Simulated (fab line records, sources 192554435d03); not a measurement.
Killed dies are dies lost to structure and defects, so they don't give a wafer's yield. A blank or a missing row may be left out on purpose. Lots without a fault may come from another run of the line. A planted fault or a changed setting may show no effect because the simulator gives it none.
A struck lot beside a sound one | flow n5_finfet | 15 steps out of a route of 1938
Sound: wafers L193.1, L193.2, L193.5. Struck: wafer L204.5. (L204.4 of the same lot was not struck and is left out.) The cause comes at the end.
At each step with rows: each side's tool, then ch and its chambers, then its first start. Under that, the readings that differ: sound wafers | struck wafers | difference of the means | sigmas: that difference in standard deviations of wafers without a fault.
alike: readings whose means differ by less than 2 such deviations, and words and numbers that are the same on both sides. not compared: withheld readings, readings that some wafer has no value for, bounds like >300 that may hide the same value, and numbers for which the record gives no deviation and whose values overlap.
The two part at a step that has a row with sigmas, a row that says differs or no value, or rows on one side only. Numbers that don't overlap but have no deviation are shown without sigmas and don't part them. A reading that every wafer of one side lacks parts them only if that side has two wafers or more.

first, 4 steps without rows for these wafers: N5_BEOL_M9_SOFTBAKE_06 (time 60 s); N5_BEOL_M9_EXPOSE_08 (exposes mask M9); N5_BEOL_M9_PEB_09 (peb time 60 s); N5_BEOL_M9_DEVELOP_10 (develop time 30 s).
N5_BEOL_M9_CD_MEAS_11: target cd 64.1 nm.
  sound on cd_sem-01 ch 0, day 9 23:18; struck on cd_sem-03 ch 0, day 12 20:37
  alike: cd_nm
N5_BEOL_M9_OVL_MEAS_12:
  sound on overlay-01 ch 0, day 9 23:20; struck on overlay-01 ch 0, day 12 20:38
  alike: M9_OVL
N5_BEOL_M9_INSPECT_13: inspects for defects (brightfield).
  sound on defect_inspect-01, day 9 23:22; struck on defect_inspect-02, day 12 20:40
  alike: raw_defect_count
N5_BEOL_M9_DESCUM_16: chemistry O2, time 7.9 s.
  sound on rie_diel-02 ch 0,2, day 9 23:34; struck on rie_diel-01 ch 2, day 12 20:41
  reading                     | sound          | struck | difference | sigmas
  drypump_motor_current_A (A) | 6.7 6.5 6.5    | 5.5    | -1.1       | -3
  oes_product_au (a.u.)       | 0.70 0.68 0.68 | 0.90   | +0.21      | +3
  alike: rf_vpp_V, showerhead_plenum_p_Torr, throttle_valve_pct
  not compared: rf_hours_counter_h
N5_BEOL_M9_ETCH_61: etches SiARC in CF4, target depth 39 nm, time 65 s.
  sound on rie_diel-02 ch 0,2, day 9 23:35; struck on rie_diel-01 ch 2, day 12 20:44
  reading                     | sound          | struck | difference | sigmas
  drypump_motor_current_A (A) | 6.7 6.5 6.5    | 5.5    | -1.1       | -3
  etch_rf_on_time_s (s)       | 66.3 66.4 66.7 | 63.6   | -2.9       | -3
  oes_product_au (a.u.)       | 0.59 0.58 0.58 | 0.77   | +0.19      | +3
  alike: rf_vpp_V, showerhead_plenum_p_Torr, throttle_valve_pct
  not compared: rf_hours_counter_h
N5_BEOL_M9_ETCH_62: etches SOC in N2/H2, target depth 110 nm, overetch 22 nm, time 165 s.
  sound on rie_diel-02 ch 0,2, day 9 23:38; struck on rie_diel-01 ch 2, day 12 20:47
  reading                     | sound          | struck | difference | sigmas
  drypump_motor_current_A (A) | 6.7 6.5 6.5    | 5.5    | -1.1       | -3
  oes_product_au (a.u.)       | 0.59 0.58 0.58 | 0.76   | +0.18      | +3
  alike: rf_vpp_V, showerhead_plenum_p_Torr, throttle_valve_pct
  not compared: rf_hours_counter_h
then, 1 step without rows for these wafers: N5_BEOL_M9_STRIP_68 (strips in N2/H2).
N5_BEOL_M9_STRIP_67: strips in CF4.
  sound on rie_diel-02 ch 0,2, day 9 23:47; struck on rie_diel-01 ch 2, day 12 20:55
  reading                     | sound          | struck | difference | sigmas
  drypump_motor_current_A (A) | 6.7 6.5 6.5    | 5.5    | -1.1       | -3
  oes_product_au (a.u.)       | 0.70 0.68 0.68 | 0.89   | +0.20      | +3
  alike: rf_vpp_V, showerhead_plenum_p_Torr, throttle_valve_pct
  not compared: rf_hours_counter_h
N5_BEOL_M9_HM_OPEN_17: chemistry Cl2/BCl3, target TiN, target depth 20 nm, overetch 6 nm.
  sound on rie_metal-02 ch 0,1, day 9 23:50; struck on rie_metal-01 ch 1, day 12 20:59
  reading                                  | sound          | struck | difference | sigmas
  model.SOC_of_BEOL_M9_COAT_59.thk_nm (nm) | 92.6 92.4 92.4 | 94.2   | +1.7       |
  alike: bcl3_flow_sccm, drypump_motor_current_A, oes_product_au, throttle_valve_pct
  not compared: rf_hours_counter_h
N5_BEOL_M9_STRIP_19: strips in O2.
  sound on rie_diel-01 ch 2,3, day 10 00:03; struck on rie_diel-02 ch 1, day 12 21:05
  alike: drypump_motor_current_A, oes_product_au, rf_vpp_V, showerhead_plenum_p_Torr, throttle_valve_pct
  not compared: rf_hours_counter_h
-- the record jumps here: 2 days lie between the struck wafers' starts before and after (it left off in module BEOL_M9 and takes up again in module PASSIVATION, whose first step shown is number 1936 of the route) --
N5_PASSIVATION_PROBE_49:
  sound on prober-01, day 12 17:43; struck on prober-02, day 15 06:53
  reading            | sound  | struck | difference | sigmas
  killed_at_contacts | 8 13 2 | 23     | +15        | +2
  alike: defect_limited_yield, killed_at_M0_to_M3, killed_at_M4_up, killed_at_front_end, killed_at_other, killed_dies, killed_open, killed_short, sort_bin_5_function, sort_bin_6_memory, sort_n_pass, sort_yield_pct

WHERE THEY PART
First at N5_BEOL_M9_DESCUM_16; last, within this record, at N5_PASSIVATION_PROBE_49.

WHY: what the simulator had put in
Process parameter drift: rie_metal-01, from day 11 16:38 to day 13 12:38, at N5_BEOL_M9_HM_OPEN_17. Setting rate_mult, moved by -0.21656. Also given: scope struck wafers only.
